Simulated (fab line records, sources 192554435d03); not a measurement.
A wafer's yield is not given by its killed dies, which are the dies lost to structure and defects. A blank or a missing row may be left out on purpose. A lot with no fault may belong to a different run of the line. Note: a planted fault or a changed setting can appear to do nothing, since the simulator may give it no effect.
Chamber matching :: flow n5Finfet :: pecvd-04 running N5_SDB_HM_DEP_00: 3 sister chambers
The step deposits SiNx from SiH4/NH3/N2, target thk 40 nm, time 35.3 s. 3 wafers are shown with their chamber, then 9 later ones without.

WAFERS WITH THEIR CHAMBER
wafer: L906.4
chamber: 0
throttleValvePct (%): 40.9

wafer: L906.5
chamber: 1
throttleValvePct (%): 37.2

wafer: L906.6
chamber: 2
throttleValvePct (%): 38.1

WAFERS WITH NO CHAMBER GIVEN
wafer: L907.1
throttleValvePct (%): 37.1

wafer: L907.3
throttleValvePct (%): 38.2

wafer: L907.5
throttleValvePct (%): 37.8

wafer: L910.2
throttleValvePct (%): 40.7

wafer: L910.5
throttleValvePct (%): 40.6

wafer: L910.6
throttleValvePct (%): 37.3

wafer: L914.1
throttleValvePct (%): 40.8

wafer: L914.5
throttleValvePct (%): 37.3

wafer: L914.6
throttleValvePct (%): 38.3

THE CHAMBER EACH PASSED THROUGH
wafer: L907.1
from the rows above: 1
in truth: 1

wafer: L907.3
from the rows above: 2
in truth: 2

wafer: L907.5
from the rows above: can't be placed: 2 or 1
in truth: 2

wafer: L910.2
from the rows above: 0
in truth: 0

wafer: L910.5
from the rows above: 0
in truth: 0

wafer: L910.6
from the rows above: 1
in truth: 1

wafer: L914.1
from the rows above: 0
in truth: 0

wafer: L914.5
from the rows above: 1
in truth: 1

wafer: L914.6
from the rows above: 2
in truth: 2
8 of 9 placed correctly. Can't be placed from these rows: 1 (the true chamber is among the candidates in 1). 0 placed wrongly.
How it was worked out, from the rows above alone: a wafer's distance from a chamber is the root of the sum, over the readings, of the square of ((its reading less the chamber's mean) divided by the reading's scatter). If the next closest chamber is less than 2 further off than the closest, the wafer can't be placed; otherwise it belongs to the closest. Each chamber's mean is taken over the wafers shown for it. The scatter: root of mean squared gap, hidden wafer to nearest shown wafer, with one shown wafer a chamber.
